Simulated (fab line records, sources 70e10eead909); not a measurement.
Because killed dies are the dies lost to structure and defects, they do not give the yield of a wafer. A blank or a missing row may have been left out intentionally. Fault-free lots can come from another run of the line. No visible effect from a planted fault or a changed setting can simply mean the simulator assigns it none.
Matching of chambers / flow nandHarc / NHARC_A_BLC_CMP_25 on cmp-02: 4 sister chambers
The step polishes, t overpolish 30 s, target thk 150 nm. 39 wafers are shown with their chamber, then 12 later ones without.

EACH WAFER AND ITS CHAMBER
wafer=L074.2; chamber=1; motorCurrentA (A)=11.9; timeToEndpointS (s)=27.8; overpolishRunS (s)=30.001
wafer=L074.5; chamber=3; motorCurrentA (A)=11.8; timeToEndpointS (s)=27.1; overpolishRunS (s)=30.007
wafer=L074.6; chamber=0; motorCurrentA (A)=11.4; timeToEndpointS (s)=30.6; overpolishRunS (s)=29.999
wafer=L075.1; chamber=1; motorCurrentA (A)=12.2; timeToEndpointS (s)=30.4; overpolishRunS (s)=29.998
wafer=L075.3; chamber=3; motorCurrentA (A)=12.1; timeToEndpointS (s)=26.6; overpolishRunS (s)=29.996
wafer=L075.5; chamber=1; motorCurrentA (A)=11.7; timeToEndpointS (s)=30.2; overpolishRunS (s)=30.002
wafer=L077.2; chamber=0; motorCurrentA (A)=11.7; timeToEndpointS (s)=31.3; overpolishRunS (s)=29.983
wafer=L077.3; chamber=2; motorCurrentA (A)=12.7; timeToEndpointS (s)=28.6; overpolishRunS (s)=29.994
wafer=L077.6; chamber=3; motorCurrentA (A)=12.8; timeToEndpointS (s)=28.6; overpolishRunS (s)=29.992
wafer=L079.2; chamber=2; motorCurrentA (A)=13.3; timeToEndpointS (s)=27.1; overpolishRunS (s)=30.021
wafer=L079.4; chamber=1; motorCurrentA (A)=12.1; timeToEndpointS (s)=27.6; overpolishRunS (s)=30.020
wafer=L079.6; chamber=3; motorCurrentA (A)=12.1; timeToEndpointS (s)=27.0; overpolishRunS (s)=30.014
wafer=L080.1; chamber=0; motorCurrentA (A)=11.3; timeToEndpointS (s)=30.4; overpolishRunS (s)=29.994
wafer=L080.4; chamber=1; motorCurrentA (A)=12.0; timeToEndpointS (s)=32.7; overpolishRunS (s)=29.989
wafer=L080.6; chamber=0; motorCurrentA (A)=12.0; timeToEndpointS (s)=33.2; overpolishRunS (s)=29.979
wafer=L080.2; chamber=3; motorCurrentA (A)=12.6; timeToEndpointS (s)=27.4; overpolishRunS (s)=30.003
wafer=L080.3; chamber=2; motorCurrentA (A)=12.4; timeToEndpointS (s)=29.6; overpolishRunS (s)=30.009
wafer=L080.5; chamber=1; motorCurrentA (A)=12.4; timeToEndpointS (s)=31.1; overpolishRunS (s)=29.997
wafer=L081.1; chamber=2; motorCurrentA (A)=13.7; timeToEndpointS (s)=33.3; overpolishRunS (s)=30.003
wafer=L081.4; chamber=0; motorCurrentA (A)=11.5; timeToEndpointS (s)=32.8; overpolishRunS (s)=30.014
wafer=L081.6; chamber=0; motorCurrentA (A)=11.8; timeToEndpointS (s)=35.3; overpolishRunS (s)=29.989
wafer=L083.1; chamber=2; motorCurrentA (A)=13.4; timeToEndpointS (s)=29.5; overpolishRunS (s)=30.001
wafer=L083.2; chamber=0; motorCurrentA (A)=11.3; timeToEndpointS (s)=34.1; overpolishRunS (s)=30.011
wafer=L083.3; chamber=3; motorCurrentA (A)=11.7; timeToEndpointS (s)=31.3; overpolishRunS (s)=29.999
wafer=L086.2; chamber=0; motorCurrentA (A)=11.3; timeToEndpointS (s)=34.3; overpolishRunS (s)=30.007
wafer=L086.3; chamber=2; motorCurrentA (A)=13.2; timeToEndpointS (s)=28.9; overpolishRunS (s)=29.994
wafer=L086.5; chamber=1; motorCurrentA (A)=12.0; timeToEndpointS (s)=29.9; overpolishRunS (s)=29.992
wafer=L090.2; chamber=2; motorCurrentA (A)=13.0; timeToEndpointS (s)=32.8; overpolishRunS (s)=29.995
wafer=L090.3; chamber=3; motorCurrentA (A)=12.6; timeToEndpointS (s)=30.4; overpolishRunS (s)=29.999
wafer=L090.6; chamber=3; motorCurrentA (A)=12.3; timeToEndpointS (s)=33.1; overpolishRunS (s)=29.996
wafer=L093.3; chamber=3; motorCurrentA (A)=12.4; timeToEndpointS (s)=29.3; overpolishRunS (s)=30.022
wafer=L093.5; chamber=0; motorCurrentA (A)=12.5; timeToEndpointS (s)=35.1; overpolishRunS (s)=30.005
wafer=L093.6; chamber=3; motorCurrentA (A)=12.5; timeToEndpointS (s)=30.9; overpolishRunS (s)=29.991
wafer=L093.1; chamber=1; motorCurrentA (A)=12.1; timeToEndpointS (s)=30.4; overpolishRunS (s)=30.010
wafer=L093.2; chamber=0; motorCurrentA (A)=11.7; timeToEndpointS (s)=35.1; overpolishRunS (s)=30.018
wafer=L093.4; chamber=2; motorCurrentA (A)=13.8; timeToEndpointS (s)=32.6; overpolishRunS (s)=29.997
wafer=L092.1; chamber=1; motorCurrentA (A)=12.3; timeToEndpointS (s)=35.2; overpolishRunS (s)=30.003
wafer=L092.3; chamber=2; motorCurrentA (A)=12.9; timeToEndpointS (s)=33.9; overpolishRunS (s)=30.015
wafer=L092.4; chamber=0; motorCurrentA (A)=11.3; timeToEndpointS (s)=35.1; overpolishRunS (s)=29.995

SIGNATURES (averages over the wafers above)
reading=motorCurrentA; chamber 0=11.618; chamber 1=12.078; chamber 2=13.156; chamber 3=12.290; scatter within a chamber=0.363
reading=timeToEndpointS; chamber 0=33.391; chamber 1=30.589; chamber 2=30.700; chamber 3=29.170; scatter within a chamber=2.21
reading=overpolishRunS; chamber 0=29.99945; chamber 1=30.00133; chamber 2=30.00322; chamber 3=30.00190; scatter within a chamber=0.0107
Rule: for each reading, subtract the chamber's mean from the wafer's reading, divide by that reading's scatter and square the result; add these up over the readings and take the root, which gives the wafer's distance from the chamber. If the next closest chamber is less than 2 further off than the closest, the wafer can't be placed; otherwise it belongs to the closest. How the scatter is found: for the shown wafers, subtract from each reading the mean of its chamber, square and add these, divide the total by (wafers less chambers), then take the root.

WAFERS WHOSE CHAMBER IS MISSING
wafer=L092.2; motorCurrentA (A)=12.1; timeToEndpointS (s)=30.5; overpolishRunS (s)=29.982
wafer=L092.5; motorCurrentA (A)=11.8; timeToEndpointS (s)=33.9; overpolishRunS (s)=30.005
wafer=L092.6; motorCurrentA (A)=13.9; timeToEndpointS (s)=29.9; overpolishRunS (s)=30.008
wafer=L095.2; motorCurrentA (A)=13.8; timeToEndpointS (s)=31.1; overpolishRunS (s)=29.998
wafer=L095.3; motorCurrentA (A)=10.7; timeToEndpointS (s)=33.9; overpolishRunS (s)=29.986
wafer=L095.6; motorCurrentA (A)=12.8; timeToEndpointS (s)=32.5; overpolishRunS (s)=30.007
wafer=L096.2; motorCurrentA (A)=13.0; timeToEndpointS (s)=29.8; overpolishRunS (s)=30.007
wafer=L096.3; motorCurrentA (A)=11.4; timeToEndpointS (s)=34.8; overpolishRunS (s)=30.004
wafer=L096.5; motorCurrentA (A)=11.7; timeToEndpointS (s)=32.9; overpolishRunS (s)=30.000
wafer=L097.3; motorCurrentA (A)=12.2; timeToEndpointS (s)=28.0; overpolishRunS (s)=29.988
wafer=L097.5; motorCurrentA (A)=12.1; timeToEndpointS (s)=34.3; overpolishRunS (s)=29.985
wafer=L097.6; motorCurrentA (A)=12.5; timeToEndpointS (s)=32.7; overpolishRunS (s)=29.998

WHICH CHAMBER EACH WENT THROUGH
wafer=L092.2; from the rows above=can't be placed: 1 or 3 or 0 or 2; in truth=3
wafer=L092.5; from the rows above=can't be placed: 0 or 1 or 3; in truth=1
wafer=L092.6; from the rows above=2; in truth=2
wafer=L095.2; from the rows above=2; in truth=2
wafer=L095.3; from the rows above=can't be placed: 0 or 1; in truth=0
wafer=L095.6; from the rows above=can't be placed: 2 or 3 or 1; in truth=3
wafer=L096.2; from the rows above=can't be placed: 2 or 3 or 1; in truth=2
wafer=L096.3; from the rows above=can't be placed: 0 or 1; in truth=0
wafer=L096.5; from the rows above=can't be placed: 0 or 1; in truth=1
wafer=L097.3; from the rows above=can't be placed: 3 or 1 or 0 or 2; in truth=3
wafer=L097.5; from the rows above=can't be placed: 0 or 1 or 3 or 2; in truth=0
wafer=L097.6; from the rows above=can't be placed: 1 or 3 or 2 or 0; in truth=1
Correct placement for 2 of the 12. From these rows, 10 cannot be placed; in 10 the true chamber is one of the candidates. Placed wrongly: 0.
